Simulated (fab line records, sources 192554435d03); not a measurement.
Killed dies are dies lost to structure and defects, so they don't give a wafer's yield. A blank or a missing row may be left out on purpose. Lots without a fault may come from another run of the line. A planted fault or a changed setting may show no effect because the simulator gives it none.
Problem report in the 8D (eight disciplines) form, filled by code | flow n5_finfet | the parts of the form that need people (team, actions taken, sign-off) are left out

1. THE PROBLEM
spin_speed_rpm at N5_BEOL_M7_COAT_05 reads a mean of 1602.2 rpm on 6 wafers of 2 lots; wafers without a fault read 1500.1 rpm with a standard deviation of 0.99. That is +99 or more standard deviations from the usual mean.
The step: resist thk 90 nm.
First seen on wafer L308.3, day 11 12:25, on litho_track-05. The record holds 30 wafers of 10 lots with a number at this step. Rule for "out", or "out of limits": more than 4 standard deviations from the usual mean. The other wafers with a number count as sound.

2. WHAT IT IS AND WHAT IT IS NOT
question                    | is                     | is not
which readings at this step | spin_speed_rpm         | -
which lots                  | L308, L309             | L299, L300, L301, L303, L307, L319, L320, L321
which wafers of those lots  | all that have a number | -
read on which tools         | litho_track-05         | litho_track-02, litho_track-04
when                        | from day 11 12:25      | up to then (15 sound wafers); but 9 sound wafers of L319, L320, L321 came after

3. SUSPECTS, AND WHAT RULES EACH OUT
Counting: a tool at a process step up to the reading stays a suspect if it ran every lot that is out and no sound lot after the first of them.
- litho_track-05 at N5_BEOL_M7_COAT_05 (resist thk 90 nm): ruled out as a lasting fault. Sound lots L321 ran on it after its first lot that is out, L308 (day 11 12:25).
Left after counting: nothing in the record.

4. THE CAUSE (what the simulator had put in)
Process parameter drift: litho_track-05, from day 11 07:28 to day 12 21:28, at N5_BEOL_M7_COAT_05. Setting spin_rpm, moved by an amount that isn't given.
Counting ruled it out, wrongly.

5. THE CHAIN OF EFFECTS, in route order
Each row: a reading whose mean over the struck wafers that have a number lies more than 3 standard deviations from the usual. Only readings for which the record gives a usual standard deviation are gone through. hours: the time from each lot's start at the first step in this table that gives one to its start at this step, as a median over the lots. sigmas: the change in usual standard deviations.
hours | step               | reading        | usual      | on struck wafers | change | sigmas
0     | N5_BEOL_M7_COAT_05 | spin_speed_rpm | 1500.1 rpm | 1602.2           | +102.2 | +99 or more
The process steps in it:
- N5_BEOL_M7_COAT_05: resist thk 90 nm.
Later measuring or inspecting steps at which every struck wafer that the step has a row for has a number for every such reading, and none has moved that far: N5_BEOL_M7_OVL_MEAS_12.

6. WHAT WOULD HAVE CAUGHT IT SOONER
In this record the first reading out of limits was taken at day 11 12:25, 5 hours after the fault began at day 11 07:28.
